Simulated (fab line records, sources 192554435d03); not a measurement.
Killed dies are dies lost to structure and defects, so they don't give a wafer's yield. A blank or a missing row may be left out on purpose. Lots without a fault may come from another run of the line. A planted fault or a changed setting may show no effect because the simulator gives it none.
A struck lot beside a sound one | flow n5_finfet | 14 steps out of a route of 1938
Sound: wafers L282.3, L282.5, L282.6. Struck: wafer L300.2. (L300.6 of the same lot was not struck and is left out.) The cause comes at the end.
At each step with rows: each side's tool, then ch and its chambers, then its first start. Under that, the readings that differ: sound wafers | struck wafers | difference of the means | sigmas: that difference in standard deviations of wafers without a fault.
alike: readings whose means differ by less than 2 such deviations, and words and numbers that are the same on both sides. not compared: withheld readings, readings that some wafer has no value for, bounds like >300 that may hide the same value, and numbers for which the record gives no deviation and whose values overlap.
The two part at a step that has a row with sigmas, a row that says differs or no value, or rows on one side only. Numbers that don't overlap but have no deviation are shown without sigmas and don't part them. A reading that every wafer of one side lacks parts them only if that side has two wafers or more.

first, 3 steps without rows for these wafers: N5_BEOL_M6_EXPOSE_25 (exposes mask V5, target cd 40 nm); N5_BEOL_M6_PEB_26 (peb time 60 s); N5_BEOL_M6_DEVELOP_27 (develop time 30 s).
N5_BEOL_M6_CD_MEAS_28: target cd 40 nm.
  sound on cd_sem-01 ch 0, day 9 17:30; struck on cd_sem-01 ch 0, day 14 22:26
  alike: cd_nm
N5_BEOL_M6_OVL_MEAS_29:
  sound on overlay-02 ch 0, day 9 17:32; struck on overlay-01 ch 0, day 14 22:28
  alike: V5_OVL
N5_BEOL_M6_INSPECT_30: inspects for defects (brightfield).
  sound on defect_inspect-01, day 9 17:35; struck on defect_inspect-01, day 14 22:31
  alike: raw_defect_count
N5_BEOL_M6_DESCUM_33: chemistry O2, time 7 s.
  sound on rie_diel-01 ch 0,1, day 9 17:37; struck on rie_diel-01 ch 1, day 14 22:34
  alike: drypump_motor_current_A, oes_product_au, rf_vpp_V, showerhead_plenum_p_Torr, throttle_valve_pct
  not compared: rf_hours_counter_h
N5_BEOL_M6_ETCH_72: etches underlayer in N2/H2, target depth 6.5 nm, time 5.2 s.
  sound on rie_diel-01 ch 0,1, day 9 17:39; struck on rie_diel-01 ch 1, day 14 22:35
  alike: drypump_motor_current_A, etch_rf_on_time_s, h2_flow_sccm, n2_flow_sccm, oes_product_au, rf_vpp_V, showerhead_plenum_p_Torr, throttle_valve_pct
  not compared: rf_hours_counter_h
N5_BEOL_M6_ETCH_65: etches SiARC in CF4, target depth 15.6 nm, time 26 s.
  sound on rie_diel-01 ch 0,1, day 9 17:40; struck on rie_diel-01 ch 1, day 14 22:37
  alike: drypump_motor_current_A, etch_rf_on_time_s, oes_product_au, rf_vpp_V, showerhead_plenum_p_Torr, throttle_valve_pct
  not compared: rf_hours_counter_h
N5_BEOL_M6_ETCH_66: etches SOC in N2/H2, target depth 80 nm, overetch 16 nm, time 120 s.
  sound on rie_diel-01 ch 0,1, day 9 17:42; struck on rie_diel-01 ch 1, day 14 22:38
  alike: drypump_motor_current_A, h2_flow_sccm, n2_flow_sccm, oes_product_au, rf_vpp_V, showerhead_plenum_p_Torr, throttle_valve_pct
  not compared: rf_hours_counter_h
then, 2 steps without rows for these wafers: N5_BEOL_M6_STRIP_69 (strips in N2/H2); N5_BEOL_M6_STRIP_73 (strips in N2/H2).
N5_BEOL_M6_VIA_ETCH_34: etches SiCOH lowk in C4F6/O2, target depth 126.3 nm, time 50.9 s.
  sound on rie_diel-01 ch 0,1, day 9 17:48; struck on rie_diel-01 ch 1, day 14 22:44
  reading                                  | sound           | struck | difference | sigmas
  oes_product_au (a.u.)                    | 0.84 0.96 0.84  | 0.63   | -0.25      | -3
  model.etch.depth_nm (nm)                 | 130.3 131 129.9 | 86.46  | -43.94     |
  model.SOC_of_BEOL_M6_COAT_63.thk_nm (nm) | 53.6 53.4 53.6  | 55.8   | +2.3       |
  alike: drypump_motor_current_A, rf_vpp_V, showerhead_plenum_p_Torr, throttle_valve_pct
  not compared: rf_hours_counter_h
then, 1 step without rows for these wafers: N5_BEOL_M6_STRIP_76 (strips in C4F6/O2).

WHERE THEY PART
Only at N5_BEOL_M6_VIA_ETCH_34, within this record.

WHY: what the simulator had put in
Process parameter drift: rie_diel-01, from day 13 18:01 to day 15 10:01, at N5_BEOL_M6_VIA_ETCH_34. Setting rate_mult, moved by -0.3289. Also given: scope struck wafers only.
